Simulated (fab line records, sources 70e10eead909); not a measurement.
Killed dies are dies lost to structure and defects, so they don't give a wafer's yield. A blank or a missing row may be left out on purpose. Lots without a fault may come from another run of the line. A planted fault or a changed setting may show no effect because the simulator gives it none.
A struck lot beside a sound one | flow nand_harc | 18 steps out of a route of 1302
Sound: wafers L738.3, L738.5, L738.6. Struck: wafers L740.1, L740.3, L740.4. The cause comes at the end.
At each step with rows: each side's tool, then ch and its chambers, then its first start. Under that, the readings that differ: sound wafers | struck wafers | difference of the means | sigmas: that difference in standard deviations of wafers without a fault.
alike: readings whose means differ by less than 2 such deviations, and words and numbers that are the same on both sides. not compared: withheld readings, readings that some wafer has no value for, bounds like >300 that may hide the same value, and numbers for which the record gives no deviation and whose values overlap.
The two part at a step that has a row with sigmas, a row that says differs or no value, or rows on one side only. Numbers that don't overlap but have no deviation are shown without sigmas and don't part them. A reading that every wafer of one side lacks parts them only if that side has two wafers or more.

first, 2 steps without rows for these wafers: NHARC_P_STI_SRD_39; NHARC_P_STI_OXIDE_40 (material SiO2, target thk 10 nm, ox time 1362 s).
NHARC_P_STI_INSPECT_25:
  sound on defect_inspect-01, day 7 04:23; struck on defect_inspect-02, day 7 20:32
  alike: raw_defect_count
then, 9 steps without rows for these wafers: NHARC_P_GATE_ETCH_69 (etches SiO2 in dHF, target depth 14 nm); NHARC_P_GATE_PRECLEAN_70 (cleans in SC1); NHARC_P_GATE_SRD_01; NHARC_P_GATE_OXIDE_02 (material SiO2, target thk 37.5 nm, ox time 365 s); NHARC_P_GATE_DEHYDRATE_03 (time 120 s); NHARC_P_GATE_HMDS_04 (time 30 s); NHARC_P_GATE_COAT_05; NHARC_P_GATE_SOFTBAKE_06 (time 95 s); NHARC_P_GATE_EBR_07.
NHARC_P_GATE_EXPOSE_08: exposes mask P HV.
  sound on krf_scanner-02 ch 0, day 7 12:55; struck on krf_scanner-03 ch 0, day 8 05:04
  reading | sound                | struck                  | difference | sigmas
  mask    | P_HV#0 P_HV#0 P_HV#0 | P_NSD#0 P_NSD#0 P_NSD#0 | differs    |
  alike: reticle_temp_C
then, 2 steps without rows for these wafers: NHARC_P_GATE_PEB_09 (peb time 85 s); NHARC_P_GATE_DEVELOP_10 (time 70 s).
NHARC_P_GATE_CD_MEAS_11: target cd 1640 nm.
  sound on cd_sem-03 ch 0, day 7 13:04; struck on cd_sem-02 ch 0, day 8 05:13
  reading    | sound                | struck | difference                    | sigmas
  cd_nm (nm) | 1641.0 1639.3 1637.8 | - - -  | no value on the struck wafers |
then, 1 step without rows for these wafers: NHARC_P_GATE_HARDBAKE_12 (time 80 s).
-- the record jumps here: 20 days lie between the struck wafers' starts before and after (it left off in module P_GATE and takes up again in module END, whose first step shown is number 1302 of the route) --
NHARC_END_SORT_01:
  sound on prober-02 ch 0, day 28 05:13; struck on prober-02 ch 0, day 28 11:25
  reading             | sound    | struck      | difference | sigmas
  killed_at_periphery | 9 7 3    | 621 620 631 | +618       | +99 or more
  killed_dies         | 35 35 29 | 677 677 677 | +644       | +36
  alike: killed_at_array, killed_at_other, killed_open, killed_short

WHERE THEY PART
First at NHARC_P_GATE_EXPOSE_08; last, within this record, at NHARC_END_SORT_01.

WHY: what the simulator had put in
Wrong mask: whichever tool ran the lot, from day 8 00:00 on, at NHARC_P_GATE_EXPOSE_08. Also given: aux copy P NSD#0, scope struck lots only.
